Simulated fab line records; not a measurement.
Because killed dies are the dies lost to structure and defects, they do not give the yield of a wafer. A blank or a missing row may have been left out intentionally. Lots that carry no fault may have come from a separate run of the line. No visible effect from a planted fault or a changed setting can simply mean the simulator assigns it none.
Which of the tools did it? | flow n5Finfet | 24 wafers from 10 lots sampled at 5 of the route's 1938 steps

WHAT THE GAUGES SHOWED, per wafer
N5_BEOL_M4_RC_MEAS_101. Usual: DIBL_N 36.0 mV/V, standard deviation 2; DIBL_P 35.9 mV/V, standard deviation 2.5; IOFF_N 0.16 nA/um, standard deviation 0.038; IOFF_P 0.21 nA/um, standard deviation 0.04; ION_N 675 uA/um, standard deviation 14; ION_P 462 uA/um, standard deviation 9.4; SS_N 71.5 mV/dec, standard deviation 0.75; SS_P 73.2 mV/dec, standard deviation 0.74; VT_N 250 mV, standard deviation 3.9; VT_P -251 mV, standard deviation 3.2.
lot  | measured     | on        | DIBL_N (mV/V)  | DIBL_P (mV/V)  | IOFF_N (nA/um) | IOFF_P (nA/um) | ION_N (uA/um) | ION_P (uA/um) | SS_N (mV/dec)  | SS_P (mV/dec)  | VT_N (mV)   | VT_P (mV)      | flag
L169 | day 7 22:37  | prober-01 | 37.7 36.3      | 35.8 33.6      | 0.20 0.16      | 0.20 0.16      | 667 675       | 455 452       | 72.2 71.1      | 72.8 72.4      | 249 250     | -252 -255      | 
L171 | day 8 10:36  | prober-01 | 40.0 32.6      | 37.8 30.3      | 0.23 0.12      | 0.28 0.18      | 690 679       | 468 474       | 72.1 69.8      | 74.2 72.2      | 242 249     | -246 -251      | 
L172 | day 8 14:39  | prober-01 | 36.7 37.8 34.0 | 37.6 38.4 33.3 | 0.18 0.21 0.13 | 0.24 0.24 0.16 | 670 678 667   | 463 455 459   | 72.8 73.3 72.2 | 73.0 74.1 73.1 | 249 250 257 | -249 -249 -254 | 
L174 | day 9 00:43  | prober-02 | 36.9 37.0 37.0 | 37.7 39.5 38.4 | 0.20 0.18 0.18 | 0.25 0.28 0.26 | 705 681 692   | 478 474 479   | 71.5 71.4 71.2 | 73.2 74.4 73.7 | 244 249 247 | -246 -249 -248 | 
L173 | day 9 05:07  | prober-01 | 37.3 32.4 38.7 | 37.2 31.9 39.4 | 0.17 0.11 0.20 | 0.19 0.14 0.25 | 664 654 670   | 446 445 459   | 72.3 70.8 71.8 | 73.7 72.6 74.5 | 251 256 246 | -255 -257 -251 | 
L184 | day 12 04:15 | prober-01 | 38.6 35.6      | 39.3 36.2      | 0.22 0.17      | 0.24 0.20      | 685 696       | 466 474       | 72.4 71.3      | 73.3 72.3      | 248 248     | -251 -249      | 
L183 | day 12 04:47 | prober-02 | 35.2 32.2      | 36.0 30.1      | 0.17 0.10      | 0.22 0.13      | 695 655       | 472 448       | 71.0 70.8      | 73.5 71.6      | 248 257     | -248 -258      | 
L188 | day 12 09:59 | prober-01 | 33.9 39.8      | 30.5 39.0      | 0.13 0.27      | 0.16 0.30      | 653 696       | 444 469       | 70.8 72.6      | 72.2 73.9      | 252 241     | -256 -244      | 
L189 | day 12 12:43 | prober-01 | 36.8 31.9 35.9 | 37.8 32.6 36.6 | 0.16 0.09 0.15 | 0.21 0.15 0.20 | 685 660 676   | 465 463 468   | 71.4 70.5 71.2 | 73.6 71.4 72.9 | 250 258 251 | -248 -256 -251 | 
L192 | day 13 23:28 | prober-01 | 38.3 39.1      | 37.2 37.9      | 0.19 0.21      | 0.21 0.22      | 689 679       | 465 454       | 72.3 73.5      | 74.2 73.3      | 249 246     | -253 -250      | 

N5_PASSIVATION_INSPECT_67: inspects for defects (macro). Usual: rawDefectCount reads 2.2 (standard deviation 1.4).
lot  | measured     | on               | rawDefectCount | flag
L169 | day 11 18:07 | defectInspect-02 | 2 3            | 
L171 | day 12 11:36 | defectInspect-01 | 0 2            | 
L172 | day 12 11:24 | defectInspect-01 | 3 1 3          | 
L174 | day 12 19:23 | defectInspect-01 | 3 4 3          | 
L173 | day 13 01:02 | defectInspect-01 | 3 0 3          | 
L184 | day 16 03:03 | defectInspect-02 | 0              | 
L188 | day 16 16:05 | defectInspect-01 | 3 1            | 
L189 | day 16 16:08 | defectInspect-02 | 2 2 1          | 
L192 | day 18 04:47 | defectInspect-01 | 4 1            | 

EACH LOT AND THE TOOL THAT RAN IT (in order: tool; ch and the chambers of the sampled wafers; start)
lot  | N5_BEOL_M5_VIA_ETCH_34           | N5_MIM_BOT_LITHO_DESCUM_10        | N5_PASSIVATION_VIA_ETCH_13
L169 | rieDiel-02 ch 0,2, day 8 03:22   | rieDiel-03 ch 0,3, day 11 12:53   | rieDiel-02 ch 0,2, day 11 14:35
L171 | rieDiel-01 ch 0,1, day 8 16:03   | rieDiel-04 ch 1,3, day 12 06:33   | rieDiel-06 ch 1, day 12 08:07
L172 | rieDiel-02 ch 0,1, day 8 19:02   | rieDiel-05 ch 0,2,3, day 12 04:23 | rieDiel-02 ch 0,1,2, day 12 08:07
L174 | rieDiel-06 ch 2,3, day 9 06:05   | rieDiel-05 ch 1,2,3, day 12 10:40 | rieDiel-01 ch 0,1,2, day 12 15:51
L173 | rieDiel-06 ch 0,2,3, day 9 09:49 | rieDiel-04 ch 1,3, day 12 17:28   | rieDiel-06 ch 0,1, day 12 21:43
L184 | rieDiel-01 ch 1,3, day 12 10:14  | rieDiel-03 ch 2, day 15 20:53     | rieDiel-01 ch 3, day 15 23:05
L183 | rieDiel-01 ch 1,2, day 12 09:29  | -                                 | -
L188 | rieDiel-06 ch 1,2, day 12 15:59  | rieDiel-05 ch 1, day 16 08:53     | rieDiel-06 ch 0,2, day 16 11:53
L189 | rieDiel-02 ch 2,3, day 12 21:11  | rieDiel-04 ch 2,3, day 16 10:58   | rieDiel-02 ch 2,3, day 16 12:38
L192 | rieDiel-06 ch 2,3, day 14 03:20  | rieDiel-03 ch 1,3, day 17 22:50   | rieDiel-01 ch 0,1, day 18 01:23
- N5_BEOL_M5_VIA_ETCH_34: etches SiCOH lowk in C4F6/O2, target depth 88.3 nm, time 39.2 s.
- N5_MIM_BOT_LITHO_DESCUM_10: chemistry O2, time 7.9 s.
- N5_PASSIVATION_VIA_ETCH_13: etches SiO2 in CHF3/O2, target depth 660 nm, time 330 s.

AS READ BY THE TOOLS THEMSELVES (means over the sampled wafers that have a number; for cases with no such wafer, the mark the record gives instead)
N5_BEOL_M5_VIA_ETCH_34. Usual: O2_flow_sccm 10.00 sccm, standard deviation 0.032; chamberPressureMTorr 29.998 mTorr, standard deviation 0.027; drypumpMotorCurrentA 5.5 A, standard deviation 0.34; oes_o_777_au 0.77 a.u., standard deviation 0.094; oesProductAu 0.77 a.u., standard deviation 0.098; rfFwdPowerW 340.9 W, standard deviation 1.5; rfVppV 668 V, standard deviation 13; showerheadPlenumPTorr 2.86 Torr, standard deviation 0.067; throttleValvePct 21.0 %, standard deviation 0.31.
lot  | tool       | O2_flow_sccm (sccm) | chamberPressureMTorr (mTorr) | drypumpMotorCurrentA (A) | oes_o_777_au (a.u.) | oesProductAu (a.u.) | rfFwdPowerW (W) | rfVppV (V) | showerheadPlenumPTorr (Torr) | throttleValvePct (%) | flag
L169 | rieDiel-02 | 9.99                | 29.977                       | 5.8                      | 0.72                | 0.79                | 340.8           | 683        | 2.89                         | 20.7                 | 
L171 | rieDiel-01 | 10.04               | 29.971                       | 5.4                      | 0.79                | 0.80                | 341.4           | 678        | 2.91                         | 21.0                 | 
L172 | rieDiel-02 | 10.02               | 30.033                       | 5.8                      | 0.79                | 0.82                | 340.0           | 670        | 2.88                         | 20.8                 | 
L174 | rieDiel-06 | 10.01               | 29.979                       | 5.0                      | 0.78                | 0.76                | 342.5           | 650        | 2.78                         | 21.3                 | 
L173 | rieDiel-06 | 9.96                | 30.022                       | 5.1                      | 0.81                | 0.78                | 340.4           | 662        | 2.86                         | 21.1                 | 
L184 | rieDiel-01 | 10.02               | 29.994                       | 5.3                      | 0.70                | 0.59                | 343.4           | 674        | 2.84                         | 20.9                 | 
L183 | rieDiel-01 | 10.00               | 29.976                       | 5.7                      | 0.68                | 0.51                | 341.7           | 681        | 2.88                         | 21.1                 | 
L188 | rieDiel-06 | 9.97                | 29.983                       | 5.5                      | 0.80                | 0.76                | 340.2           | 660        | 2.89                         | 21.0                 | 
L189 | rieDiel-02 | 9.98                | 30.008                       | 5.7                      | 0.93                | 0.95                | 339.9           | 657        | 2.82                         | 20.7                 | 
L192 | rieDiel-06 | 10.00               | 29.985                       | 5.0                      | 0.94                | 0.89                | 341.3           | 658        | 2.96                         | 21.1                 | 

N5_MIM_BOT_LITHO_DESCUM_10. Usual: value, then standard deviation, for each; chamberPressureMTorr 19.999 mTorr / 0.019; drypumpMotorCurrentA 5.6 A / 0.43; oesProductAu 0.81 a.u. / 0.076; rfFwdPowerW 49.65 W / 0.2; rfVppV 242.9 V / 1.1; showerheadPlenumPTorr 2.09 Torr / 0.054; throttleValvePct 20.59 % / 0.22.
lot  | tool       | chamberPressureMTorr (mTorr) | drypumpMotorCurrentA (A) | oesProductAu (a.u.) | rfFwdPowerW (W) | rfVppV (V) | showerheadPlenumPTorr (Torr) | throttleValvePct (%) | flag
L169 | rieDiel-03 | 19.995                       | 5.7                      | 0.89                | 49.29           | 243.5      | 2.08                         | 20.33                | 
L171 | rieDiel-04 | 20.020                       | 5.8                      | 0.88                | 49.66           | 242.7      | 2.08                         | 20.38                | 
L172 | rieDiel-05 | 19.993                       | 5.7                      | 0.70                | 49.78           | 242.1      | 2.07                         | 20.77                | 
L174 | rieDiel-05 | 20.002                       | 5.5                      | 0.76                | 49.67           | 243.8      | 2.12                         | 20.81                | 
L173 | rieDiel-04 | 19.985                       | 5.6                      | 0.85                | 49.60           | 241.9      | 2.05                         | 20.41                | 
L184 | rieDiel-03 | 20.008                       | 5.3                      | 0.90                | 49.87           | 242.8      | 2.13                         | 20.38                | 
L188 | rieDiel-05 | 20.011                       | 5.3                      | 0.82                | 49.53           | 242.9      | 2.13                         | 20.77                | 
L189 | rieDiel-04 | 20.003                       | 6.0                      | 0.86                | 49.80           | 242.9      | 2.12                         | 20.52                | 
L192 | rieDiel-03 | 20.017                       | 5.9                      | 0.78                | 49.61           | 243.9      | 2.11                         | 20.62                | 

N5_PASSIVATION_VIA_ETCH_13. Usual: O2_flow_sccm 4.999 sccm, standard deviation 0.015; chamberPressureMTorr 30.000 mTorr, standard deviation 0.026; drypumpMotorCurrentA 5.5 A, standard deviation 0.33; etchRfOnTimeS 234 s, standard deviation 6.1; oes_o_777_au 0.82 a.u., standard deviation 0.096; oesProductAu 0.74 a.u., standard deviation 0.09; rfFwdPowerW 648.2 W, standard deviation 1.9; rfVppV 527 V, standard deviation 9.3; showerheadPlenumPTorr 2.43 Torr, standard deviation 0.059; throttleValvePct 18.90 %, standard deviation 0.24.
lot  | tool       | O2_flow_sccm (sccm) | chamberPressureMTorr (mTorr) | drypumpMotorCurrentA (A) | etchRfOnTimeS (s) | oes_o_777_au (a.u.) | oesProductAu (a.u.) | rfFwdPowerW (W) | rfVppV (V) | showerheadPlenumPTorr (Torr) | throttleValvePct (%) | flag
L169 | rieDiel-02 | 5.002               | 30.017                       | 5.7                      | 236               | 0.85                | 0.79                | 648.3           | 536        | 2.44                         | 18.62                | 
L171 | rieDiel-06 | 4.983               | 30.021                       | 6.0                      | 232               | 0.70                | 0.62                | 646.7           | 522        | 2.47                         | 19.16                | 
L172 | rieDiel-02 | 4.985               | 30.039                       | 5.8                      | 237               | 0.80                | 0.73                | 648.5           | 530        | 2.43                         | 18.73                | 
L174 | rieDiel-01 | 4.998               | 29.986                       | 5.5                      | 237               | 0.74                | 0.68                | 649.8           | 533        | 2.44                         | 19.18                | 
L173 | rieDiel-06 | 4.978               | 30.002                       | 5.7                      | 225               | 0.72                | 0.63                | 650.0           | 525        | 2.48                         | 19.06                | 
L184 | rieDiel-01 | 5.003               | 29.993                       | 5.2                      | 238               | 0.94                | 0.83                | 646.5           | 525        | 2.32                         | 18.64                | 
L188 | rieDiel-06 | 4.996               | 29.992                       | 5.2                      | 230               | 0.79                | 0.68                | 647.5           | 526        | 2.45                         | 18.89                | 
L189 | rieDiel-02 | 4.996               | 29.996                       | 5.7                      | 230               | 0.84                | 0.79                | 647.7           | 528        | 2.40                         | 18.63                | 
L192 | rieDiel-01 | 4.997               | 29.994                       | 5.4                      | 236               | 0.74                | 0.67                | 649.4           | 533        | 2.44                         | 19.11                | 

THE ANSWER, worked out from the rows above alone
Rule: lot off if the mean of its wafers having a number is beyond 3 standard deviations from the usual mean. Also off: a lot with no number at a reading for which 4 or more lots have one. Where the step has rows for the other lots, those lots are counted as sound. First the gauges in route order, then the tools' own readings, where a lot's mean is used as printed above. At the first step where some lot is off, the reading lying furthest off is the one used; lots without a number count as furthest.
No lot is off on any of the readings shown, so nothing can be concluded from this.

WHAT WAS PUT IN BY THE SIMULATOR
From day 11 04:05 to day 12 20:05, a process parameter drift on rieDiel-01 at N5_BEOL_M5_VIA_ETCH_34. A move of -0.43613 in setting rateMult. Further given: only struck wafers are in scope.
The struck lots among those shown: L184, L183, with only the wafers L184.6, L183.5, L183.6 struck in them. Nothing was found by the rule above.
